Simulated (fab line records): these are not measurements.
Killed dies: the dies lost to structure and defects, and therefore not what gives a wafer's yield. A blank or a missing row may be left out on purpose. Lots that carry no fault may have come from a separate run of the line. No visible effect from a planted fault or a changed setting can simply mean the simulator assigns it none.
8D (eight disciplines) problem report, filled in by code	flow n5 finfet	the parts of the form that need people (team, actions taken, sign-off) are left out

1. PROBLEM STATEMENT
N5_BEOL_M0_SAQP_CD_MEAS_25, cd nm: mean 23.64 nm over 1 wafer from 1 lot; wafers with no fault: 12.83 nm, standard deviation 0.21. That is +51 standard deviations from the usual mean.
The step: target cd 13.1 nm.
First observed at day 9 17:00: wafer L505.1, on cd sem-03. Wafers with a number at this step in the record: 27, from 9 lots. Rule for "out" (also "out of limits"): further than 4 standard deviations from the usual mean. Any other wafer with a number is counted as sound.

2. WHAT IT IS AND WHAT IT IS NOT
question	is	is not
which readings at this step	cd nm	-
which lots	L505	L490, L492, L493, L496, L498, L499, L501, L512
which wafers of those lots	L505.1	L505.5, L505.6
read on which gauges	cd sem-03	cd sem-01, cd sem-02
when	from day 9 17:00	up to then (23 sound wafers); but 3 sound wafers of L512 came after

3. WHAT RULES OUT EACH SUSPECT
Counting: any tool at a process step up to the reading remains a suspect provided it ran every lot that is out. Sound lots after the first of them don't rule it out here, since some wafers of a struck lot are sound.
- the gauge at N5_BEOL_M0_SAQP_CD_MEAS_25 has been ruled out. All the wafers that are out were read on cd sem-03, but those of them that N5_PASSIVATION_PROBE_49 has rows for are out there too, on other tools.
- pecvd-02 at N5_BEOL_M0_SAQP_PECVD_03 (deposits SiCN from 3MS/NH3, target thk 12 nm, time 21.1 s): kept. L505, the lot that is out, went through it at day 9 14:47; up to then, the latest sound lot through it was L496 at day 7 03:01.
- rie diel-04 at N5_BEOL_M0_SAQP_HM_OPEN_112 (chemistry CHF3/O2, target SiO2, stops on a-Si, target depth 12 nm, time 13.5 s): kept. L505, the lot that is out, went through it at day 9 15:38; up to then, the latest sound lot through it was L490 at day 5 16:23.
- ald sin-03 at N5_BEOL_M0_SAQP_SPACER1_ALD_98 (deposits SiO2, target thk 12.8 nm, pulse time 1 s, purge time 2 s): kept. L505, the lot that is out, went through it at day 9 16:20; up to then, the latest sound lot through it was L501 at day 8 17:49.
- Within ald sin-03 at N5_BEOL_M0_SAQP_SPACER1_ALD_98: the wafers that are out ran in chamber 1; their sound lot-mates ran in chambers 2, 3.
After the count, these remain: pecvd-02 at N5_BEOL_M0_SAQP_PECVD_03, rie diel-04 at N5_BEOL_M0_SAQP_HM_OPEN_112 and ald sin-03 at N5_BEOL_M0_SAQP_SPACER1_ALD_98.

4. THE CAUSE (what the simulator had put in)
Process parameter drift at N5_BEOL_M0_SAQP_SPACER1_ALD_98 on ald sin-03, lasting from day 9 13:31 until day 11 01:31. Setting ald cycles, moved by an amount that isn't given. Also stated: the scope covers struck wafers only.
Of the 3 suspects that counting leaves, this tool is one.

5. SEQUENCE OF EFFECTS, ordered by route
Each row: a reading whose mean over the struck wafers that have a number lies more than 3 standard deviations from the usual. Only readings whose record carries a usual standard deviation are examined. hours: median over the lots of the time between each lot's start at the first step of this table that gives one and its start at this step. sigmas: the change, counted in usual standard deviations.
hours	step	reading	usual	on struck wafers	change	sigmas
0	N5_BEOL_M0_SAQP_CD_MEAS_25	cd nm	12.83 nm	23.64	+10.81	+51
173	N5_PASSIVATION_PROBE_49	defect limited yield	91.3 %	0.0	-91.3	-61
173	N5_PASSIVATION_PROBE_49	killed_at_M0_to_M3	33	1106	+1073	+89
173	N5_PASSIVATION_PROBE_49	killed dies	103	1180	+1077	+63
173	N5_PASSIVATION_PROBE_49	killed on rim	14	152	+138	+33
173	N5_PASSIVATION_PROBE_49	sort_bin_5_function	5.1 %	96.3	+91.2	+91
173	N5_PASSIVATION_PROBE_49	sort n pass	1077	0	-1077	-63
173	N5_PASSIVATION_PROBE_49	sort yield pct	91.3 %	0.0	-91.3	-61
Process steps it contains:
- N5_PASSIVATION_PROBE_49

6. WHAT WOULD HAVE CAUGHT IT SOONER
3 hours passed between the start of the fault at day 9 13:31 and the first reading out of limits at a measuring or inspecting step in this record, taken at day 9 17:00.
No tool reading at N5_BEOL_M0_SAQP_SPACER1_ALD_98 that has a usual standard deviation in the record was out on any struck wafer, so an alarm limit of 4 standard deviations on those readings would not have fired.
Lots out: 1; all had begun N5_BEOL_M0_SAQP_SPACER1_ALD_98 on ald sin-03 by day 9 17:00. None of them would have been spared by holding the tool at that moment.
